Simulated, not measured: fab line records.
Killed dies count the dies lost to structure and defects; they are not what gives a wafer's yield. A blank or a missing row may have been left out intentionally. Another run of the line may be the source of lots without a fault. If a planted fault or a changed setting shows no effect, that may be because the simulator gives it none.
Matching of chambers | flow n5_finfet | pecvd-04 running N5_PASSIVATION_PECVD_55: 3 sister chambers
The step deposits SiO2 from SiH4/N2O, target thk 400 nm, time 22.5 s. 3 wafers are shown with their chamber, then 7 later ones without.

WAFERS PAIRED WITH THEIR CHAMBERS
wafer  | chamber | throttle_valve_pct (%)
L304.6 | 0       | 56
L319.3 | 2       | 50
L319.4 | 1       | 54

WAFERS MISSING THEIR CHAMBER
wafer  | throttle_valve_pct (%)
L319.6 | 49
L318.2 | 49
L318.3 | 57
L318.5 | 50
L320.2 | 49
L320.4 | 57
L320.6 | 50

WHICH CHAMBER EACH ONE RAN IN
wafer  | from the rows above | in truth
L319.6 | 2                   | 2
L318.2 | 2                   | 2
L318.3 | 0                   | 0
L318.5 | 2                   | 2
L320.2 | 2                   | 2
L320.4 | 0                   | 0
L320.6 | 2                   | 2
Correctly placed: 7 of 7. Can't be placed from these rows: 0. 0 placed wrongly.
How it was worked out, from the rows above alone: a wafer's distance from a chamber is the root of the sum, over the readings, of the square of ((its reading less the chamber's mean) divided by the reading's scatter). The wafer belongs to the nearest chamber; if the next one is less than 2 further off, it can't be placed. A chamber's mean is the mean of its shown wafers. The scatter (one wafer shown for each chamber): square how far every hidden wafer sits from the nearest shown wafer, average those squares and take the square root.
